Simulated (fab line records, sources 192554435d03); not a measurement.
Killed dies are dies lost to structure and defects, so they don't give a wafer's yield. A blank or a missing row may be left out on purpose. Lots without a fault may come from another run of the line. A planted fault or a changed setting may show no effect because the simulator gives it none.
Problem report in the 8D (eight disciplines) form, filled by code | flow n5_finfet | the parts of the form that need people (team, actions taken, sign-off) are left out

1. THE PROBLEM
trench_depth_nm at N5_BEOL_M7_OCD_MEAS_38 reads a mean of 109.4 nm on 3 wafers of 2 lots; wafers without a fault read 93.0 nm with a standard deviation of 2. That is +8.2 standard deviations from the usual mean.
First seen on wafer L104.1, day 12 23:05, on ocd-02. The record holds 19 wafers of 7 lots with a number at this step. Rule for "out", or "out of limits": more than 4 standard deviations from the usual mean. The other wafers with a number count as sound.

2. WHAT IT IS AND WHAT IT IS NOT
question                    | is                     | is not
which readings at this step | trench_depth_nm        | -
which lots                  | L104, L108             | L100, L117, L118, L119, L121
which wafers of those lots  | L104.1, L108.1, L108.4 | L104.3, L104.6, L108.6
read on which gauges        | ocd-01, ocd-02         | -
when                        | from day 12 23:05      | up to then (4 sound wafers); but 12 sound wafers of L108, L117, L118, L119, L121 came after

3. SUSPECTS, AND WHAT RULES EACH OUT
Counting: a tool at a process step up to the reading stays a suspect if it ran every lot that is out. Sound lots after the first of them don't rule it out here, since some wafers of a struck lot are sound.
- the gauge at N5_BEOL_M7_OCD_MEAS_38: ruled out. The wafers that are out were read on 2 gauges (ocd-01, ocd-02).
- rie_diel-03 at N5_BEOL_M7_DESCUM_33 (chemistry O2, time 7 s): kept. It ran every lot that is out, first L104 (day 12 22:39); its last sound lot up to then is L100 (day 11 13:51).
- rie_diel-03 at N5_BEOL_M7_TRENCH_ETCH_37 (etches SiCOH lowk in C4F6/O2, target depth 93.478 nm, time 31.2 s): kept. It ran every lot that is out, first L104 (day 12 22:56); its last sound lot up to then is L100 (day 11 14:07). Its own readings are out on those wafers: run_length_s.
Left after counting: rie_diel-03 at N5_BEOL_M7_DESCUM_33, rie_diel-03 at N5_BEOL_M7_TRENCH_ETCH_37.

4. THE CAUSE (what the simulator had put in)
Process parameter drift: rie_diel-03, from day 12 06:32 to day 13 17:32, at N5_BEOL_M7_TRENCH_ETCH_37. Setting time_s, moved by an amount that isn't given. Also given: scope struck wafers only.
Counting left 2 suspects, and this tool is among them.

5. THE CHAIN OF EFFECTS, in route order
Each row: a reading whose mean over the struck wafers that have a number lies more than 3 standard deviations from the usual. Only readings for which the record gives a usual standard deviation are gone through. hours: the time from each lot's start at the first step in this table that gives one to its start at this step, as a median over the lots. sigmas: the change in usual standard deviations.
hours | step                      | reading         | usual        | on struck wafers | change | sigmas
0     | N5_BEOL_M7_TRENCH_ETCH_37 | run_length_s    | 54.6 s       | 61.0             | +6.4   | +15
0     | N5_BEOL_M7_OCD_MEAS_38    | trench_depth_nm | 93.0 nm      | 109.4            | +16.4  | +8.2
3     | N5_BEOL_M7_THK_MEAS_53    | M7_THK          | 78.8 nm      | 95.4             | +16.6  | +6.4
3     | N5_BEOL_M7_RS_MEAS_57     | M7_RS           | 0.289 ohm/sq | 0.231            | -0.058 | -5.3
62    | N5_BEOL_M15_RC_MEAS_101   | SERP_M7         | 14.0 ohm/um  | 11.6             | -2.4   | -3.3
The process steps in it:
- N5_BEOL_M7_TRENCH_ETCH_37: etches SiCOH lowk in C4F6/O2, target depth 93.478 nm, time 31.2 s.

6. WHAT WOULD HAVE CAUGHT IT SOONER
In this record the first reading out of limits at a measuring or inspecting step was taken at day 12 23:05, 17 hours after the fault began at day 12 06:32.
The tool's own readings at N5_BEOL_M7_TRENCH_ETCH_37 were out on every struck wafer that the step has a row for (run_length_s): an alarm limit on them would have fired on the first of those.
Of the lots that are out (2), L108 began N5_BEOL_M7_TRENCH_ETCH_37 on rie_diel-03 after day 12 23:05. A hold on the tool at that time would have spared it.
